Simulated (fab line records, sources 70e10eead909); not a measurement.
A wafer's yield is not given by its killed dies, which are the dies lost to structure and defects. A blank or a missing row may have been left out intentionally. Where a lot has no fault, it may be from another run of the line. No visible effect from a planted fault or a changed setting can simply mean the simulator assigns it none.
Shared-tool check -- flow nand_harc -- 1 lot, 3 wafers sampled

REASON FOR OPENING
At NHARC_END_SORT_01 the reading killed_at_periphery is flagged on 1 of 1 lot. No-fault wafers: 4.0, standard deviation 2.6.
Rule: a lot is flagged in two cases, either no wafer of it has a number, or all its wafers with numbers fall more than 4 standard deviations from that mean. All remaining lots are regarded as sound.

lot,measured,on,"killed_at_periphery, wafer by wafer",flag
L140,day 28 20:26,prober-02,655 649 658,FLAGGED
On average the flagged lots read 654.0, which is +650.0 against the usual, or +99 or more standard deviations.

WHICH TOOL EACH LOT WENT THROUGH
Before the reading, the record contains 4 process steps out of a 1302-step route. Every cell lists first the tool, next ch and the chambers used by the sampled wafers, and last the start.
lot,flag,NHARC_P_ZERO_WELL_EXPOSE_49,NHARC_P_STI_DESCUM_14,NHARC_P_GATE_DEP_103,NHARC_P_GATE_DESCUM_31
L140,FLAGGED,"krf_scanner-03 ch 0, day 6 05:26",no row,no row,no row
These steps, and what they do:
- NHARC_P_ZERO_WELL_EXPOSE_49: exposes mask P HVPW, target cd 2000 nm.
- NHARC_P_STI_DESCUM_14: chemistry O2, time 3 s.
- NHARC_P_GATE_DEP_103: deposits SiON, target thk 30 nm.
- NHARC_P_GATE_DESCUM_31: chemistry O2, time 3 s.
- NHARC_END_SORT_01

FLAGGED OVER TOTAL, TOOL BY TOOL (the gauges that took the reading come last)
step,tool,lots run,flagged,share of the flagged lots,sound lots run after its first flagged lot
NHARC_P_ZERO_WELL_EXPOSE_49,krf_scanner-03,1,1,all,0
NHARC_END_SORT_01,prober-02,1,1,all,0

THE TABLE: WHAT IT ALLOWS
2 rows of the table ran every flagged lot: krf_scanner-03 at NHARC_P_ZERO_WELL_EXPOSE_49, prober-02 at NHARC_END_SORT_01.
- krf_scanner-03 at NHARC_P_ZERO_WELL_EXPOSE_49: 1 of its 1 lot flagged. The start can't be narrowed down: in this sample, it ran no sound lot prior to its first flagged lot.
- prober-02 at NHARC_END_SORT_01: 1 of its 1 lot flagged. The start can't be narrowed down: in this sample, it ran no sound lot prior to its first flagged lot.
Because each of these 2 tools fits a fault that began at some hour, counting lots does not separate them. More lots, or a look at what each step does to the wafer, might.

WHAT THE SIMULATOR HAD INSERTED
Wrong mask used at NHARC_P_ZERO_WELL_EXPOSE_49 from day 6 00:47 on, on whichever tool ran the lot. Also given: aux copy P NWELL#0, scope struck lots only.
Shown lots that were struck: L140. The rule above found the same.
